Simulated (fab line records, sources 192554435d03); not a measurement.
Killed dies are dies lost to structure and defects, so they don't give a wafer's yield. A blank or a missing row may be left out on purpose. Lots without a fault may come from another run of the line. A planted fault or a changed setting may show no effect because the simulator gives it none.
Split-lot experiment | flow n5_finfet | 7 lots, 39 wafers read, on a route of 1938 steps

THE SPLIT
At N5_HKMG_FIN_ETCH_32 (etches SOC in N2/H2, target depth 240 nm, time 300 s), the setting target_depth_a was moved away from the recipe's 2400 angstrom on 15 of the 39 wafers read, by +3.4% to +10.7%. The other wafers ran this setting at the recipe's value.

The reading is taken at the split's own step.

THE READING
etch.depth_nm (the simulator's own value, which no gauge read), in nm, at N5_HKMG_FIN_ETCH_32 (etches SOC in N2/H2, target depth 240 nm, time 300 s). The file gives no usual value for it. The 24 wafers here that ran the recipe average 243.5 nm, standard deviation 6.7 nm.

wafer  | tool, chamber at the split | target_depth_a as run, angstrom | against the recipe | etch.depth_nm, nm | against lot-mates on the recipe
L074.1 | rie_diel-03, 3             | 2400                            | recipe             | 234.8             | -
L074.2 | rie_diel-03, 0             | 2482                            | +3.4%              | 240.2             | +0.9
L074.3 | rie_diel-03, 1             | 2400                            | recipe             | 246.5             | -
L074.4 | rie_diel-03, 3             | 2400                            | recipe             | 236.7             | -
L074.5 | rie_diel-03, 0             | 2482                            | +3.4%              | 237.9             | -1.4
L074.6 | rie_diel-03, 1             | 2482                            | +3.4%              | 254.4             | +15.1
L077.1 | rie_diel-01, 0             | 2400                            | recipe             | 250.8             | -
L077.2 | rie_diel-01, 1             | 2400                            | recipe             | 245.8             | -
L077.5 | rie_diel-01, 1             | 2400                            | recipe             | 245.8             | -
L077.3 | rie_diel-01, 2             | 2400                            | recipe             | 245.3             | -
L077.4 | rie_diel-01, 0             | 2400                            | recipe             | 251               | -
L077.6 | rie_diel-01, 2             | 2400                            | recipe             | 242.6             | -
L083.1 | rie_diel-01, 2             | 2658                            | +10.7%             | 266.7             | +19.9
L083.2 | rie_diel-01, 3             | 2400                            | recipe             | 244.3             | -
L083.3 | rie_diel-01, 0             | 2400                            | recipe             | 249.2             | -
L083.4 | rie_diel-01, 1             | 2400                            | recipe             | 246.8             | -
L083.5 | rie_diel-01, 3             | 2658                            | +10.7%             | 269               | +22.2
L083.6 | rie_diel-01, 0             | 2658                            | +10.7%             | 275.5             | +28.7
L084.1 | rie_diel-03, 0             | 2400                            | recipe             | 237.1             | -
L084.2 | rie_diel-03, 3             | 2400                            | recipe             | 240.6             | -
L084.3 | rie_diel-03, 2             | 2400                            | recipe             | 249.1             | -
L085.1 | rie_diel-01, 3             | 2400                            | recipe             | 236.7             | -
L085.2 | rie_diel-01, 1             | 2565                            | +6.9%              | 259.2             | +16.1
L085.3 | rie_diel-01, 0             | 2565                            | +6.9%              | 264.2             | +21.1
L085.4 | rie_diel-01, 1             | 2400                            | recipe             | 245.5             | -
L085.5 | rie_diel-01, 0             | 2400                            | recipe             | 247               | -
L085.6 | rie_diel-01, 3             | 2565                            | +6.9%              | 255.8             | +12.7
L087.1 | rie_diel-04, 0             | 2647                            | +10.3%             | 269.1             | +35.0
L087.2 | rie_diel-04, 3             | 2400                            | recipe             | 229.2             | -
L087.3 | rie_diel-04, 1             | 2647                            | +10.3%             | 275.2             | +41.1
L087.4 | rie_diel-04, 2             | 2647                            | +10.3%             | 273.6             | +39.5
L087.5 | rie_diel-04, 3             | 2400                            | recipe             | 229               | -
L087.6 | rie_diel-04, 2             | 2400                            | recipe             | 244.2             | -
L088.1 | rie_diel-03, 3             | 2645                            | +10.2%             | 264.7             | +16.4
L088.2 | rie_diel-03, 2             | 2645                            | +10.2%             | 270.1             | +21.8
L088.3 | rie_diel-03, 0             | 2645                            | +10.2%             | 259.2             | +10.9
L088.4 | rie_diel-03, 1             | 2400                            | recipe             | 252.1             | -
L088.5 | rie_diel-03, 0             | 2400                            | recipe             | 238.6             | -
L088.6 | rie_diel-03, 1             | 2400                            | recipe             | 254.3             | -

THE FIT
A straight line over all 39 wafers: etch.depth_nm changes by +2.46 nm for each +1% of target_depth_a; r = +0.86; the points scatter about the line by 6.7 nm.
The same after taking each lot's own level away (the mean of its wafers on the recipe; 39 wafers): +2.5 nm for each +1%; r = +0.86; scatter 6.8 nm.
On that fit, the largest move of target_depth_a shifts the reading by 27 nm.
The lots' own levels span 234.13 to 248.33 nm, that is 2.1 times the standard deviation above.
So the lot-to-lot level changes the slope little: the two slopes agree.
Check: with one of the wafers moved furthest among these (+10.7%) left out of the fit, the line predicts +27.3 nm for it against its lot-mates. It came out at +19.9 nm against them.

OTHER SPLITS ON THESE WAFERS
These wafers also went through other splits before the reading. Each is held against what the fit with the lots' levels taken away leaves over:
other split on the same wafers  | wafers away from the commonest value | r with etch.depth_nm (lot level and that fit taken away)
N5_FIN_SAQP_FIN_ETCH_36 bias_w  | 18                                   | +0.04
N5_DUMMY_GATE_EXPOSE_12 dose_mj | 9                                    | -0.05
N5_SD_EPI_N_SD_RECESS_17 time_s | 18                                   | -0.08
N5_HKMG_FIN_EXPOSE_09 dose_mj   | 15                                   | +0.22

THE WHOLE CHAIN: every reading that the file lists as answering this split, in the file's order
step                | what it does                                         | reading                                                                    | change (the file's fit)              | r (the file's)
N5_HKMG_FIN_ETCH_32 | etches SOC in N2/H2, target depth 240 nm, time 300 s | HKMG_FIN.feature_depth_nm (the simulator's own value, which no gauge read) | +2.47 nm for each +1% of the setting | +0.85
N5_HKMG_FIN_ETCH_32 | etches SOC in N2/H2, target depth 240 nm, time 300 s | etch.depth_nm (the simulator's own value, which no gauge read)             | +2.47 nm for each +1% of the setting | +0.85

THE FILE'S OWN FIT
etch.depth_nm changes by +2.47 nm for each +1% of target_depth_a, r = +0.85.
